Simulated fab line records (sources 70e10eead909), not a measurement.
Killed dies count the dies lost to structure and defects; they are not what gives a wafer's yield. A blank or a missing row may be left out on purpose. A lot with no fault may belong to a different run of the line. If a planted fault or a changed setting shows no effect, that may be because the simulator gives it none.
Matching of chambers	flow nand_harc	NHARC_P_ZERO_WELL_DESCUM_26 on rie_diel-01: 4 sister chambers
The step chemistry O2, time 3 s. 14 wafers are shown with their chamber, then 7 later ones without.

EACH WAFER AND ITS CHAMBER
wafer	chamber	showerhead_plenum_p_Torr (Torr)	drypump_motor_current_A (A)	oes_product_au (a.u.)
L074.1	1	2.02	5.7	1.003
L074.5	1	2.02	5.6	1.000
L074.6	0	1.98	5.9	1.002
L078.1	1	2.02	5.7	1.000
L078.3	3	1.83	6.3	0.987
L078.6	0	1.97	5.9	0.997
L080.3	2	1.91	5.9	0.988
L080.4	0	1.97	5.9	0.997
L080.5	2	1.91	5.9	0.991
L081.1	2	1.91	6.0	0.994
L081.2	1	2.01	5.7	1.008
L081.3	3	1.83	6.3	0.995
L081.4	0	1.97	5.9	0.990
L081.5	1	2.01	5.7	1.005

SIGNATURES (averages over the wafers above)
reading	chamber 0	chamber 1	chamber 2	chamber 3	scatter within a chamber
showerhead_plenum_p_Torr	1.9725	2.0160	1.9100	1.8300	0.00442
drypump_motor_current_A	5.900	5.680	5.933	6.300	0.0383
oes_product_au	0.99650	1.00320	0.99100	0.99100	0.00412
Rule: a wafer lies at a distance from a chamber equal to the root of the sum of squares, over the readings, of (its reading less the chamber's mean, divided by the reading's scatter). The wafer belongs to the nearest chamber; if the next one is less than 2 further off, it can't be placed. The scatter is the square root of a quotient: the sum, over the shown wafers, of each reading's squared deviation from its chamber's mean, divided by wafers minus chambers.

WAFERS WITHOUT THEIR CHAMBER
wafer	showerhead_plenum_p_Torr (Torr)	drypump_motor_current_A (A)	oes_product_au (a.u.)
L081.6	1.97	5.9	0.989
L088.1	1.90	5.9	0.996
L088.3	2.00	5.7	1.009
L088.6	2.00	5.7	1.008
L091.2	1.96	5.9	0.993
L091.5	1.90	5.9	0.989
L091.6	2.00	5.6	1.009

WHICH CHAMBER EACH ONE RAN IN
wafer	from the rows above	in truth
L081.6	0	0
L088.1	2	2
L088.3	1	1
L088.6	1	1
L091.2	0	0
L091.5	2	2
L091.6	1	1
Correctly placed: 7 of 7. Number that these rows cannot place: 0. Number placed wrongly: 0.
